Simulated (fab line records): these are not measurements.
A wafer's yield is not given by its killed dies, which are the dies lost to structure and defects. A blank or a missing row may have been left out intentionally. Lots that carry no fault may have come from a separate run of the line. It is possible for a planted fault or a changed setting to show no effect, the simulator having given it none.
Chamber matching || flow n5Finfet || N5_MIM_TOP_ALD_00 on aldHk-01: 4 sister chambers
The step deposits Al2O3, purge time 3 s, co reactant pulse time 3 s. 8 wafers are shown with their chamber, then 6 later ones without.

== WAFERS WITH THEIR CHAMBER ==
{"wafer": "L485.1", "chamber": 3, "precursorPulseHeightRel": 0.998}
{"wafer": "L485.3", "chamber": 0, "precursorPulseHeightRel": 0.995}
{"wafer": "L486.2", "chamber": 2, "precursorPulseHeightRel": 0.989}
{"wafer": "L486.4", "chamber": 1, "precursorPulseHeightRel": 1.023}
{"wafer": "L486.6", "chamber": 3, "precursorPulseHeightRel": 0.977}
{"wafer": "L492.3", "chamber": 0, "precursorPulseHeightRel": 1.052}
{"wafer": "L492.4", "chamber": 2, "precursorPulseHeightRel": 0.997}
{"wafer": "L492.5", "chamber": 1, "precursorPulseHeightRel": 1.017}

== WAFERS MISSING THEIR CHAMBER ==
{"wafer": "L502.1", "precursorPulseHeightRel": 0.975}
{"wafer": "L502.3", "precursorPulseHeightRel": 0.993}
{"wafer": "L502.6", "precursorPulseHeightRel": 1.020}
{"wafer": "L501.1", "precursorPulseHeightRel": 1.013}
{"wafer": "L501.4", "precursorPulseHeightRel": 0.986}
{"wafer": "L501.5", "precursorPulseHeightRel": 1.030}

== CHAMBER TAKEN BY EACH ==
{"wafer": "L502.1", "from the rows above": "can't be placed: 3 or 2 or 1 or 0", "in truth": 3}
{"wafer": "L502.3", "from the rows above": "can't be placed: 2 or 3 or 1 or 0", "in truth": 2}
{"wafer": "L502.6", "from the rows above": "can't be placed: 1 or 0 or 2 or 3", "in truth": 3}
{"wafer": "L501.1", "from the rows above": "can't be placed: 1 or 0 or 2 or 3", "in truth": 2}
{"wafer": "L501.4", "from the rows above": "can't be placed: 3 or 2 or 1 or 0", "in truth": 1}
{"wafer": "L501.5", "from the rows above": "can't be placed: 0 or 1 or 2 or 3", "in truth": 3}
Correctly placed: 0 of 6. Can't be placed from these rows: 6 (the true chamber is among the candidates in 6). Number placed wrongly: 0.
How it was worked out, from the rows above alone: a wafer's distance from a chamber is the root of the sum, over the readings, of the square of ((its reading less the chamber's mean) divided by the reading's scatter). The wafer belongs to the nearest chamber; if the next one is less than 2 further off, it can't be placed. Each chamber's mean is taken over the wafers shown for it. The scatter is the square root of a quotient: the sum, over the shown wafers, of each reading's squared deviation from its chamber's mean, divided by wafers minus chambers.
